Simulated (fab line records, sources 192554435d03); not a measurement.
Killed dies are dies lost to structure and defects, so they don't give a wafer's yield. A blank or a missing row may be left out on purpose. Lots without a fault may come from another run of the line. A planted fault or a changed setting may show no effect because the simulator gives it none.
Split-lot experiment | flow n5_finfet | 7 lots, 39 wafers read, on a route of 1938 steps

THE SPLIT
At N5_SD_ACTIVATION_LSA_01 (time 0.0008 s), the setting time_s was moved away from the recipe's 0.0008 s on 18 of the 39 wafers read, by -31.2% to +27.6%. The other wafers ran this setting at the recipe's value.

The file shows no step between the split and the reading.

THE READING
RS_SD_N, in ohm/sq, at N5_SD_ACTIVATION_RS_MEAS_03 (measures by four-point-probe). Fault-free wafers of this fab line usually give 21.99 ohm/sq, standard deviation 0.26 ohm/sq.

wafer  | tool, chamber at the split | time_s as run, s | against the recipe | RS_SD_N, ohm/sq | against lot-mates on the recipe
L080.1 | laser_anneal-01, 0         | 0.0008           | recipe             | 21.76           | -
L080.2 | laser_anneal-01, 0         | 0.001017         | +27.1%             | 21.32           | -0.39
L080.3 | laser_anneal-01, 0         | 0.0008           | recipe             | 21.64           | -
L080.4 | laser_anneal-01, 0         | 0.001017         | +27.1%             | 21.38           | -0.33
L080.5 | laser_anneal-01, 0         | 0.001017         | +27.1%             | 21.50           | -0.21
L080.6 | laser_anneal-01, 0         | 0.0008           | recipe             | 21.72           | -
L084.1 | laser_anneal-01, 0         | 0.0008           | recipe             | 22.15           | -
L084.2 | laser_anneal-01, 0         | 0.0007237        | -9.5%              | 22.47           | +0.37
L084.3 | laser_anneal-01, 0         | 0.0008           | recipe             | 22.19           | -
L084.4 | laser_anneal-01, 0         | 0.0007237        | -9.5%              | 22.28           | +0.18
L084.5 | laser_anneal-01, 0         | 0.0008           | recipe             | 21.96           | -
L084.6 | laser_anneal-01, 0         | 0.0007237        | -9.5%              | 22.14           | +0.04
L085.2 | laser_anneal-02, 0         | 0.0008           | recipe             | 21.83           | -
L085.4 | laser_anneal-02, 0         | 0.0008           | recipe             | 21.80           | -
L085.6 | laser_anneal-02, 0         | 0.0008           | recipe             | 22.00           | -
L088.1 | laser_anneal-01, 0         | 0.001021         | +27.6%             | 21.54           | -0.60
L088.2 | laser_anneal-01, 0         | 0.0008           | recipe             | 22.25           | -
L088.3 | laser_anneal-01, 0         | 0.001021         | +27.6%             | 21.64           | -0.50
L088.4 | laser_anneal-01, 0         | 0.0008           | recipe             | 21.97           | -
L088.5 | laser_anneal-01, 0         | 0.0008           | recipe             | 22.20           | -
L088.6 | laser_anneal-01, 0         | 0.001021         | +27.6%             | 21.21           | -0.93
L091.1 | laser_anneal-02, 0         | 0.0008           | recipe             | 22.05           | -
L091.2 | laser_anneal-02, 0         | 0.0007256        | -9.3%              | 22.32           | +0.16
L091.3 | laser_anneal-02, 0         | 0.0008           | recipe             | 22.11           | -
L091.4 | laser_anneal-02, 0         | 0.0007256        | -9.3%              | 22.07           | -0.09
L091.5 | laser_anneal-02, 0         | 0.0007256        | -9.3%              | 22.74           | +0.58
L091.6 | laser_anneal-02, 0         | 0.0008           | recipe             | 22.32           | -
L093.1 | laser_anneal-01, 0         | 0.0008           | recipe             | 21.73           | -
L093.2 | laser_anneal-01, 0         | 0.0005501        | -31.2%             | 22.77           | +0.84
L093.3 | laser_anneal-01, 0         | 0.0008           | recipe             | 22.21           | -
L093.4 | laser_anneal-01, 0         | 0.0008           | recipe             | 21.86           | -
L093.5 | laser_anneal-01, 0         | 0.0005501        | -31.2%             | 23.31           | +1.38
L093.6 | laser_anneal-01, 0         | 0.0005501        | -31.2%             | 22.98           | +1.05
L092.1 | laser_anneal-02, 0         | 0.0008           | recipe             | 22.25           | -
L092.2 | laser_anneal-02, 0         | 0.0005579        | -30.3%             | 23.15           | +1.08
L092.3 | laser_anneal-02, 0         | 0.0005579        | -30.3%             | 23.23           | +1.16
L092.4 | laser_anneal-02, 0         | 0.0005579        | -30.3%             | 23.08           | +1.01
L092.5 | laser_anneal-02, 0         | 0.0008           | recipe             | 21.92           | -
L092.6 | laser_anneal-02, 0         | 0.0008           | recipe             | 22.05           | -

THE FIT
A straight line over all 39 wafers: RS_SD_N changes by -0.0287 ohm/sq for each +1% of time_s; r = -0.91; the points scatter about the line by 0.22 ohm/sq.
The same after taking each lot's own level away (the mean of its wafers on the recipe; 39 wafers): -0.0268 ohm/sq for each +1%; r = -0.91; scatter 0.21 ohm/sq.
On that fit, the largest move of time_s shifts the reading by 0.84 ohm/sq.
The lots' own levels span 21.707 to 22.160 ohm/sq, that is 1.7 times the standard deviation above.
So the lot-to-lot level changes the slope little: the two slopes agree.
Check: with one of the wafers moved furthest among these (-31.2%) left out of the fit, the line predicts +0.917 ohm/sq for it against its lot-mates. It came out at +0.837 ohm/sq against them.

OTHER SPLITS ON THESE WAFERS
These wafers also went through other splits before the reading. Each is held against what the fit with the lots' levels taken away leaves over:
other split on the same wafers       | wafers away from the commonest value | r with RS_SD_N (lot level and that fit taken away)
N5_DUMMY_GATE_ETCH_31 target_depth_a | 15                                   | +0.20
N5_DUMMY_GATE_ETCH_42 bias_w         | 12                                   | +0.20

THE FILE'S OWN FIT
RS_SD_N changes by -0.0273 ohm/sq for each +1% of time_s, r = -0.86.
